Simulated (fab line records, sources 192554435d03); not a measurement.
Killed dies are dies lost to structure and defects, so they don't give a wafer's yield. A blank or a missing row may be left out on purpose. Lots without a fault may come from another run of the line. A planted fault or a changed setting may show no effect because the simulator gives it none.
Split-lot experiment | flow n5_finfet | 7 lots, 21 wafers read, on a route of 1938 steps

THE SPLIT
At N5_BEOL_M7_COAT_59 (time 60 s, resist thk 100 nm), the setting spin_rpm was moved away from the recipe's 1500 rpm on 5 of the 21 wafers read, by -6.9% to +7.2%. The other wafers ran this setting at the recipe's value.

FROM THE SPLIT TO THE READING: what the file shows between them, 7 steps
- N5_BEOL_M7_COAT_60: time 60 s, resist thk 35 nm
- N5_BEOL_M7_COAT_05: resist thk 90 nm
- N5_BEOL_M7_DESCUM_16: chemistry O2, time 7.9 s
- N5_BEOL_M7_ETCH_61: etches SiARC in CF4, target depth 45.5 nm, time 75.8 s
- N5_BEOL_M7_ETCH_62: etches SOC in N2/H2, target depth 110 nm, overetch 22 nm, time 165 s
- N5_BEOL_M7_STRIP_68: strips in N2/H2
- N5_BEOL_M7_STRIP_67: strips in CF4

THE READING
SOC_of_BEOL_M7_COAT_59.thk_nm (the simulator's own value, which no gauge read), in nm, at N5_BEOL_M7_HM_OPEN_17 (chemistry Cl2/BCl3, target TiN, target depth 20 nm, overetch 6 nm). The file gives no usual value for it. The 16 wafers here that ran the recipe average 92.0 nm, standard deviation 0.48 nm.

wafer  | tool, chamber at the split | spin_rpm as run, rpm | against the recipe | SOC_of_BEOL_M7_COAT_59.thk_nm, nm | against lot-mates on the recipe
L080.1 | litho_track-04, 0          | 1608                 | +7.2%              | 88.4                              | -3.4
L080.4 | litho_track-04, 0          | 1500                 | recipe             | 91.8                              | -
L080.6 | litho_track-04, 0          | 1608                 | +7.2%              | 88.6                              | -3.2
L081.3 | litho_track-04, 0          | 1500                 | recipe             | 92                                | -
L081.4 | litho_track-04, 0          | 1500                 | recipe             | 92.2                              | -
L081.5 | litho_track-04, 0          | 1500                 | recipe             | 92.4                              | -
L085.3 | litho_track-04, 0          | 1397                 | -6.9%              | 96.2                              | +3.5
L085.4 | litho_track-04, 0          | 1500                 | recipe             | 92.8                              | -
L085.5 | litho_track-04, 0          | 1500                 | recipe             | 92.6                              | -
L089.2 | litho_track-05, 0          | 1500                 | recipe             | 92.4                              | -
L089.4 | litho_track-05, 0          | 1550                 | +3.3%              | 90.8                              | -1.7
L089.5 | litho_track-05, 0          | 1500                 | recipe             | 92.6                              | -
L092.1 | litho_track-01, 0          | 1571                 | +4.7%              | 89.8                              | -2.5
L092.4 | litho_track-01, 0          | 1500                 | recipe             | 92.2                              | -
L092.6 | litho_track-01, 0          | 1500                 | recipe             | 92.4                              | -
L095.3 | litho_track-04, 0          | 1500                 | recipe             | 91.2                              | -
L095.5 | litho_track-04, 0          | 1500                 | recipe             | 91.2                              | -
L095.4 | litho_track-04, 0          | 1500                 | recipe             | 91.4                              | -
L094.3 | litho_track-01, 0          | 1500                 | recipe             | 92                                | -
L094.5 | litho_track-01, 0          | 1500                 | recipe             | 92                                | -
L094.4 | litho_track-01, 0          | 1500                 | recipe             | 91.6                              | -

THE FIT
A straight line over all 21 wafers: SOC_of_BEOL_M7_COAT_59.thk_nm changes by -0.519 nm for each +1% of spin_rpm; r = -0.96; the points scatter about the line by 0.48 nm.
The same after taking each lot's own level away (the mean of its wafers on the recipe; 21 wafers): -0.484 nm for each +1%; r = -0.99; scatter 0.15 nm.
On that fit, the largest move of spin_rpm shifts the reading by 3.5 nm.
The lots' own levels span 91.27 to 92.70 nm, that is 3.0 times the standard deviation above.
So the lot-to-lot level changes the slope little: the two slopes agree.
Check: with one of the wafers moved furthest among these (+7.2%) left out of the fit, the line predicts -3.5 nm for it against its lot-mates. It came out at -3.4 nm against them.

OTHER SPLITS ON THESE WAFERS
These wafers also went through other splits before the reading. Each is held against what the fit with the lots' levels taken away leaves over:
other split on the same wafers | wafers away from the commonest value | r with SOC_of_BEOL_M7_COAT_59.thk_nm (lot level and that fit taken away)
N5_BEOL_M6_COAT_60 spin_rpm    | 7                                    | +0.21
N5_BEOL_M7_PECVD_70 temp_c     | 9                                    | -0.26

THE WHOLE CHAIN: every reading that the file lists as answering this split, in the file's order
step                  | what it does                                                         | reading                                                                        | change (the file's fit)               | r (the file's)
N5_BEOL_M7_COAT_59    | time 60 s, resist thk 100 nm                                         | SOC_of_BEOL_M7_COAT_59.thk_nm (the simulator's own value, which no gauge read) | -0.484 nm for each +1% of the setting | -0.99
N5_BEOL_M7_ETCH_62    | etches SOC in N2/H2, target depth 110 nm, overetch 22 nm, time 165 s | etch.depth_nm (the simulator's own value, which no gauge read)                 | -0.482 nm for each +1% of the setting | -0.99
N5_BEOL_M7_HM_OPEN_17 | chemistry Cl2/BCl3, target TiN, target depth 20 nm, overetch 6 nm    | SOC_of_BEOL_M7_COAT_59.thk_nm (the simulator's own value, which no gauge read) | -0.493 nm for each +1% of the setting | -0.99

THE FILE'S OWN FIT
SOC_of_BEOL_M7_COAT_59.thk_nm changes by -0.493 nm for each +1% of spin_rpm, r = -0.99.
